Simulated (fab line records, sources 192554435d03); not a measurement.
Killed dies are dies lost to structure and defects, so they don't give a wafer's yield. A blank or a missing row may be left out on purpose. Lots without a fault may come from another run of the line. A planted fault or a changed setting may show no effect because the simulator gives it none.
Which tool did it? | flow n5_finfet | 10 lots, 28 wafers sampled, at 5 steps of a route of 1938

WHAT THE GAUGES READ, wafer by wafer
N5_BEOL_M4_RC_MEAS_101. Usual: DIBL_N 36.0 mV/V, standard deviation 2; DIBL_P 36.2 mV/V, standard deviation 2.2; IOFF_N 0.16 nA/um, standard deviation 0.034; IOFF_P 0.21 nA/um, standard deviation 0.04; ION_N 675 uA/um, standard deviation 12; ION_P 463 uA/um, standard deviation 7.2; SS_N 71.6 mV/dec, standard deviation 0.6; SS_P 73.3 mV/dec, standard deviation 0.67; VT_N 250 mV, standard deviation 3; VT_P -251 mV, standard deviation 3.4.
lot  | measured     | on        | DIBL_N (mV/V)  | DIBL_P (mV/V)  | IOFF_N (nA/um) | IOFF_P (nA/um) | ION_N (uA/um) | ION_P (uA/um) | SS_N (mV/dec)  | SS_P (mV/dec)  | VT_N (mV)   | VT_P (mV)      | flag
L933 | day 8 01:43  | prober-02 | 37.7 35.6 35.6 | 36.6 34.6 34.4 | 0.17 0.12 0.14 | 0.21 0.18 0.18 | 670 662 650   | 452 457 451   | 72.3 72.2 71.8 | 74.3 73.1 73.6 | 251 253 250 | -252 -255 -256 |
L934 | day 8 10:36  | prober-01 | 38.6 37.0 36.2 | 39.1 37.7 36.8 | 0.22 0.19 0.18 | 0.26 0.24 0.22 | 692 684 683   | 468 467 464   | 71.6 71.2 71.8 | 73.7 73.8 73.9 | 248 246 245 | -250 -248 -250 |
L935 | day 8 20:47  | prober-02 | 33.9 35.8 33.0 | 35.7 37.6 34.6 | 0.13 0.15 0.11 | 0.18 0.19 0.16 | 667 680 648   | 460 460 445   | 71.1 71.4 71.1 | 73.1 73.6 72.9 | 251 248 255 | -252 -253 -255 |
L936 | day 9 01:07  | prober-02 | 36.7 34.7 35.8 | 38.3 36.3 37.5 | 0.18 0.15 0.16 | 0.23 0.20 0.21 | 680 669 669   | 465 461 460   | 71.9 71.4 71.4 | 72.7 72.7 72.5 | 249 251 248 | -249 -252 -252 |
L939 | day 10 01:47 | prober-02 | 35.0 35.8 33.0 | 36.6 36.6 33.8 | 0.15 0.16 0.13 | 0.19 0.18 0.15 | 669 675 671   | 457 455 454   | 71.6 72.2 70.9 | 72.8 73.2 72.9 | 250 249 252 | -255 -254 -257 |
L948 | day 12 04:16 | prober-01 | 35.6 39.0 35.0 | 35.2 39.3 34.8 | 0.16 0.24 0.16 | 0.23 0.31 0.22 | 679 697 673   | 463 477 461   | 71.4 72.2 71.5 | 73.3 74.0 73.1 | 251 246 249 | -246 -245 -247 |
L952 | day 12 11:17 | prober-02 | 35.3 39.6      | 36.7 39.8      | 0.16 0.24      | 0.24 0.31      | 681 696       | 470 475       | 71.8 73.1      | 73.5 74.0      | 248 248     | -247 -246      |
L950 | day 12 16:11 | prober-02 | 35.0 33.0      | 35.1 33.5      | 0.13 0.11      | 0.19 0.17      | 669 653       | 453 459       | 71.7 70.2      | 73.5 72.1      | 253 256     | -253 -252      |
L953 | day 13 21:14 | prober-02 | 38.0 38.9 38.2 | 38.2 39.1 38.4 | 0.18 0.20 0.18 | 0.23 0.27 0.23 | 675 683 682   | 462 470 469   | 71.4 72.0 72.5 | 74.1 74.2 74.7 | 250 248 248 | -248 -247 -247 |
L956 | day 14 05:08 | prober-01 | 34.0 35.2 35.9 | 33.6 34.5 34.8 | 0.12 0.14 0.15 | 0.18 0.19 0.19 | 669 666 673   | 459 456 456   | 71.1 71.7 71.7 | 73.0 73.5 72.7 | 253 252 250 | -252 -254 -253 |

WHICH TOOL RAN EACH LOT (tool, then ch and the chambers of the sampled wafers, then the start)
lot  | N5_BEOL_M3_STRIP_36                | N5_BEOL_M3_SURFACE_TREAT_85  | N5_BEOL_M3_CVD_47               | N5_BEOL_M3_ANNEAL_87
L933 | rie_diel-06 ch 0,1,3, day 7 04:17  | pvd_sputter-02, day 7 05:25  | cvd_co-01 ch 0,2, day 7 05:37   | pvd_sputter-01, day 7 07:23
L934 | rie_diel-06 ch 0,2,3, day 7 17:15  | pvd_sputter-02, day 7 18:40  | cvd_co-01 ch 0,1,2, day 7 18:44 | pvd_sputter-02, day 7 19:38
L935 | rie_diel-05 ch 1,3, day 8 01:31    | pvd_sputter-03, day 8 02:34  | cvd_co-02 ch 0,1, day 8 02:48   | pvd_sputter-03, day 8 05:17
L936 | rie_diel-06 ch 0,3, day 8 07:34    | pvd_sputter-01, day 8 10:18  | cvd_co-02 ch 0,1, day 8 10:22   | pvd_sputter-01, day 8 11:17
L939 | rie_diel-03 ch 0,2,3, day 9 08:53  | pvd_sputter-03, day 9 11:21  | cvd_co-02 ch 0,1,2, day 9 11:25 | pvd_sputter-02, day 9 12:19
L948 | rie_diel-06 ch 0,1,2, day 11 10:24 | pvd_sputter-02, day 11 11:14 | cvd_co-02 ch 1,2, day 11 11:18  | pvd_sputter-03, day 11 12:19
L952 | rie_diel-05 ch 0,1, day 11 21:41   | pvd_sputter-01, day 11 22:41 | cvd_co-01 ch 1,2, day 11 22:45  | pvd_sputter-03, day 11 23:40
L950 | rie_diel-03 ch 0,3, day 12 03:28   | pvd_sputter-03, day 12 04:41 | cvd_co-01 ch 1,2, day 12 04:50  | pvd_sputter-03, day 12 05:40
L953 | rie_diel-03 ch 0,1,2, day 13 07:15 | pvd_sputter-02, day 13 08:09 | cvd_co-02 ch 0,1, day 13 08:13  | pvd_sputter-01, day 13 09:07
L956 | rie_diel-05 ch 1,2, day 13 11:07   | pvd_sputter-01, day 13 11:53 | cvd_co-02 ch 0,1, day 13 12:04  | pvd_sputter-02, day 13 14:11
- N5_BEOL_M3_STRIP_36: strips in N2/H2.
- N5_BEOL_M3_SURFACE_TREAT_85
- N5_BEOL_M3_CVD_47: deposits Co from CCTBA/H2, target thk 3 nm, time 223.8 s.
- N5_BEOL_M3_ANNEAL_87: time 240 s.

WHAT THE TOOLS THEMSELVES READ (means of the sampled wafers that have a number; where no wafer has one, the mark that the record gives instead)
N5_BEOL_M3_STRIP_36. Usual: drypump_motor_current_A 5.78 A, standard deviation 0.27; n2_flow_sccm 200.1 sccm, standard deviation 0.56; oes_product_au 0.79 a.u., standard deviation 0.079; rf_vpp_V 59.2 V, standard deviation 1.4; showerhead_plenum_p_Torr 2.56 Torr, standard deviation 0.081; temp_c 39.99 C, standard deviation 0.12; throttle_valve_pct 23.7 %, standard deviation 0.39.
lot  | tool        | drypump_motor_current_A (A) | n2_flow_sccm (sccm) | oes_product_au (a.u.) | rf_vpp_V (V) | showerhead_plenum_p_Torr (Torr) | temp_c (C) | throttle_valve_pct (%) | flag
L933 | rie_diel-06 | 5.78                        | 199.9               | 0.79                  | 60.7         | 2.54                            | 40.00      | 23.5                   |
L934 | rie_diel-06 | 5.92                        | 200.1               | 0.78                  | 59.7         | 2.50                            | 39.93      | 23.5                   |
L935 | rie_diel-05 | 5.84                        | 199.4               | 0.77                  | 60.3         | 2.61                            | 39.99      | 23.9                   |
L936 | rie_diel-06 | 5.95                        | 200.3               | 0.82                  | 57.9         | 2.47                            | 40.02      | 23.2                   |
L939 | rie_diel-03 | 5.61                        | 200.3               | 0.86                  | 59.4         | 2.59                            | 39.86      | 23.7                   |
L948 | rie_diel-06 | 5.79                        | 200.2               | 0.73                  | 59.3         | 2.55                            | 39.94      | 23.9                   |
L952 | rie_diel-05 | 5.77                        | 200.1               | 0.80                  | 58.5         | 2.60                            | 39.89      | 23.6                   |
L950 | rie_diel-03 | 5.52                        | 200.2               | 0.81                  | 58.2         | 2.52                            | 40.17      | 24.0                   |
L953 | rie_diel-03 | 5.89                        | 200.0               | 0.81                  | 59.5         | 2.63                            | 39.90      | 23.5                   |
L956 | rie_diel-05 | 6.04                        | 200.3               | 0.68                  | 59.5         | 2.48                            | 39.90      | 24.1                   |

N5_BEOL_M3_CVD_47. Usual: run_length_s 246.7 s, standard deviation 0.52.
lot  | tool      | run_length_s (s) | flag
L933 | cvd_co-01 | 246.9            |
L934 | cvd_co-01 | 247.1            |
L935 | cvd_co-02 | 246.8            |
L936 | cvd_co-02 | 247.0            |
L939 | cvd_co-02 | 246.6            |
L948 | cvd_co-02 | 246.5            |
L952 | cvd_co-01 | 198.2            | OFF
L950 | cvd_co-01 | 198.4            | OFF
L953 | cvd_co-02 | 246.9            |
L956 | cvd_co-02 | 247.0            |

N5_BEOL_M3_ANNEAL_87. Usual: heater_power_w 824 W, standard deviation 85; susceptor_temp_C 400.00 C, standard deviation 0.24; susceptor_temp_C_max 400.9, standard deviation 0.39.
lot  | tool           | heater_power_w (W) | susceptor_temp_C (C) | susceptor_temp_C_max | flag
L933 | pvd_sputter-01 | 817                | 400.13               | 401.4                |
L934 | pvd_sputter-02 | 760                | 399.88               | 400.6                |
L935 | pvd_sputter-03 | 850                | 400.18               | 401.4                |
L936 | pvd_sputter-01 | 773                | 399.68               | 400.4                |
L939 | pvd_sputter-02 | 784                | 400.14               | 401.1                |
L948 | pvd_sputter-03 | 894                | 400.31               | 401.4                |
L952 | pvd_sputter-03 | 758                | 400.15               | 401.0                |
L950 | pvd_sputter-03 | 1020               | 399.96               | 401.4                |
L953 | pvd_sputter-01 | 815                | 400.09               | 400.7                |
L956 | pvd_sputter-02 | 773                | 399.89               | 400.7                |

THE ANSWER, worked out from the rows above alone
Rule: a lot is off if the mean of its wafers that have a number lies more than 3 standard deviations from the usual mean. A lot without any number at a reading at which 4 lots or more have one is off too. The other lots that the step has rows for count as sound. The gauges are gone through in route order, then the tools' own readings, and for those a lot's mean is taken as printed above. The first step at which some lot is off is used, and at that step the reading that is off furthest; a lot without a number counts as furthest.
Off: L952, L950, at N5_BEOL_M3_CVD_47 (run_length_s).
A tool fits if, at that step or a process step before it, it ran every lot that is off, and no sound lot after the first of them. One fits: cvd_co-01 at N5_BEOL_M3_CVD_47. Its last sound lot is L934 (day 7 18:44), its first lot that is off L952 (day 11 22:45): a fault that began between those two fits.
The tool's own readings at N5_BEOL_M3_CVD_47 bear it out: on the lots that are off they differ by more than 5 times the standard deviation of the sound lots' means. run_length_s reads 198.3 s there against 246.8 s on the sound lots.

WHAT THE SIMULATOR HAD PUT IN
Process parameter drift: cvd_co-01, from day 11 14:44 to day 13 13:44, at N5_BEOL_M3_CVD_47. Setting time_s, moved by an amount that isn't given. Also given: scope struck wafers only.
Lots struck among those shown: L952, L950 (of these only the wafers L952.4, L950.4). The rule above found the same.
